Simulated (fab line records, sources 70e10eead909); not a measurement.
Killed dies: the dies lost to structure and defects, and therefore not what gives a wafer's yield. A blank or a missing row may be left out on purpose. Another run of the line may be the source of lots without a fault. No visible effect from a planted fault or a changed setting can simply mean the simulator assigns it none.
Struck lot and sound lot, side by side ; flow nand-harc ; 16 out of 1302 route steps
Sound: these wafers, L489.1, L489.2, L489.3. Struck: wafers L497.4, L497.5 (left out: L497.6, a lot-mate that was not struck); the cause follows at the end.
For every step that has rows: the tool of each side, followed by ch and its chambers, followed by its first start. Under that, the readings that differ: sound wafers ; struck wafers ; difference of the means ; sigmas: that difference in standard deviations of wafers without a fault.
alike: readings whose means differ by less than 2 such deviations, and words and numbers that are the same on both sides. not compared: withheld readings, readings that some wafer has no value for, bounds like >300 that may hide the same value, and numbers for which the record gives no deviation and whose values overlap.
The two part at a step that has a row with sigmas, a row that says differs or no value, or rows on one side only. Numbers that don't overlap but have no deviation are shown without sigmas and don't part them. A reading missing from all wafers of one side parts the sides only when that side holds two or more wafers.

NHARC_A_ONON_D2_THK_MEAS_05: measures by ellipsometry.
  sound on film-metro-01, day 15 10:59; struck on film-metro-01, day 19 01:26
  alike: thk-nm
then NHARC_A_ONON_D2_DEP_06 (target thk 1000 nm), 1 step lacking rows for these wafers.
NHARC_A_ONON_D2_THK_MEAS_08: measures by ellipsometry.
  sound on film-metro-01, day 15 11:33; struck on film-metro-02, day 19 02:01
  alike: thk-nm
then NHARC_A_ONON_D2_DEP_09 (target thk 1000 nm), 1 step lacking rows for these wafers.
NHARC_A_ONON_D2_THK_MEAS_11: measures by ellipsometry.
  sound on film-metro-02, day 15 12:07; struck on film-metro-02, day 19 02:35
  alike: thk-nm
then NHARC_A_ONON_D2_DEP_12 (target thk 1000 nm), 1 step lacking rows for these wafers.
NHARC_A_ONON_D2_THK_MEAS_14: measures by ellipsometry.
  sound on film-metro-01, day 15 12:41; struck on film-metro-01, day 19 03:08
  alike: thk-nm
then, 2 steps without rows for these wafers: NHARC_A_ONON_D2_ANNEAL_15 (time 3600 s); NHARC_A_ONON_D2_DEP_16 (target thk 1000 nm).
NHARC_A_ONON_D2_THK_MEAS_18: measures by ellipsometry.
  sound on film-metro-02, day 15 20:04; struck on film-metro-02, day 19 10:53
  alike: thk-nm
then NHARC_A_ONON_D2_DEP_19 (target thk 1000 nm), 1 step lacking rows for these wafers.
NHARC_A_ONON_D2_THK_MEAS_21: measures by ellipsometry.
  sound on film-metro-01, day 15 20:38; struck on film-metro-01, day 19 11:27
  alike: thk-nm
NHARC_A_ONON_D2_DEP_22: target thk 1000 nm.
  sound on pecvd-onon-03 ch 0, day 15 20:41; struck on pecvd-onon-04 ch 0, day 19 11:41
NHARC_A_ONON_D2_THK_MEAS_24: measures by ellipsometry.
  sound on film-metro-02, day 15 21:12; struck on film-metro-01, day 19 12:01
reading;sound;struck;difference;sigmas
thk-nm (nm);995 997 996;1374 1373;+378;+34
then NHARC_A_ONON_D2_DEP_25 (target thk 1000 nm), 1 step lacking rows for these wafers.
-- break in the record here, with 11 days between the starts of the struck wafers on either side (left off in module A_ONON_D2, picked up again in module END, where the first step shown is number 1302 on the route) --
NHARC_END_SORT_01:
  sound on prober-02 ch 0, day 27 17:40; struck on prober-02 ch 0, day 30 19:59
reading;sound;struck;difference;sigmas
killed-at-array;78;671 672;+594;+28
killed-at-other;0;2 4;+3;+3
killed-dies;79;677 677;+598;+28
  alike: killed-at-periphery, killed-open, killed-short

WHERE THEY PART
Last at NHARC_END_SORT_01 as far as this record goes, first at NHARC_A_ONON_D2_THK_MEAS_24.

WHY: the cause the simulator had injected
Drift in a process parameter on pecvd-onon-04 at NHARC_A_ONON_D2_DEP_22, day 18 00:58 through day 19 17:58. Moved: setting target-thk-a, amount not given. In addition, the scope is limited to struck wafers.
